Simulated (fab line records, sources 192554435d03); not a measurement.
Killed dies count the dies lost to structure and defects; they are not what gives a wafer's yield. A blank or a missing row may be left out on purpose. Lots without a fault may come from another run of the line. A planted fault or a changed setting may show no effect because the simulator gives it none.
Chamber matching -- flow n5 finfet -- rie diel-06 running N5_BEOL_M14_ETCH_67: 4 sister chambers
The step etches SiARC in CF4, target depth 143 nm, time 238.3 s. 20 wafers are shown with their chamber, then 10 later ones without.

WAFERS PAIRED WITH THEIR CHAMBERS
wafer,chamber,drypump motor current A (A),showerhead plenum p Torr (Torr),oes product au (a.u.)
L077.1,0,5.7,2.10,0.74
L077.4,3,4.9,2.10,0.79
L077.5,2,5.5,2.14,0.65
L080.1,1,5.8,2.04,0.62
L080.5,1,5.8,2.04,0.61
L080.6,2,5.5,2.14,0.65
L083.4,3,4.9,2.09,0.77
L083.5,3,4.9,2.09,0.78
L083.6,0,5.7,2.09,0.73
L082.2,0,5.7,2.09,0.73
L082.4,3,4.9,2.09,0.76
L082.5,1,5.8,2.04,0.61
L088.4,0,5.7,2.09,0.73
L088.5,0,5.7,2.09,0.73
L088.6,1,5.8,2.04,0.61
L091.2,2,5.6,2.13,0.63
L091.4,0,5.7,2.09,0.71
L091.5,3,4.9,2.09,0.75
L096.1,3,4.9,2.09,0.75
L096.2,1,5.8,2.04,0.61

SIGNATURES, as means of the wafers listed above
reading,chamber 0,chamber 1,chamber 2,chamber 3,scatter within a chamber
drypump motor current A,5.700,5.800,5.533,4.900,0.0204
showerhead plenum p Torr,2.0917,2.0400,2.1367,2.0917,0.00382
oes product au,0.7283,0.6120,0.6433,0.7667,0.0116
Rule: distance of a wafer from a chamber = root of the sum over the readings of ((wafer's reading minus chamber's mean) / reading's scatter) squared. If the next closest chamber is less than 2 further off than the closest, the wafer can't be placed; otherwise it belongs to the closest. The scatter is the square root of a quotient: the sum, over the shown wafers, of each reading's squared deviation from its chamber's mean, divided by wafers minus chambers.

WAFERS WITHOUT THEIR CHAMBER
wafer,drypump motor current A (A),showerhead plenum p Torr (Torr),oes product au (a.u.)
L096.3,5.6,2.13,0.63
L096.4,5.7,2.08,0.71
L096.5,5.6,2.13,0.63
L096.6,4.9,2.09,0.75
L094.1,5.7,2.08,0.70
L094.2,5.8,2.04,0.59
L094.4,5.5,2.13,0.63
L095.3,5.8,2.03,0.59
L095.4,4.9,2.08,0.72
L095.6,5.8,2.03,0.59

WHICH CHAMBER EACH WENT THROUGH
wafer,from the rows above,in truth
L096.3,2,2
L096.4,0,0
L096.5,2,2
L096.6,3,3
L094.1,0,0
L094.2,1,1
L094.4,2,2
L095.3,1,1
L095.4,3,3
L095.6,1,1
10 of 10 placed correctly. Left unplaced by these rows: 0. Number placed wrongly: 0.
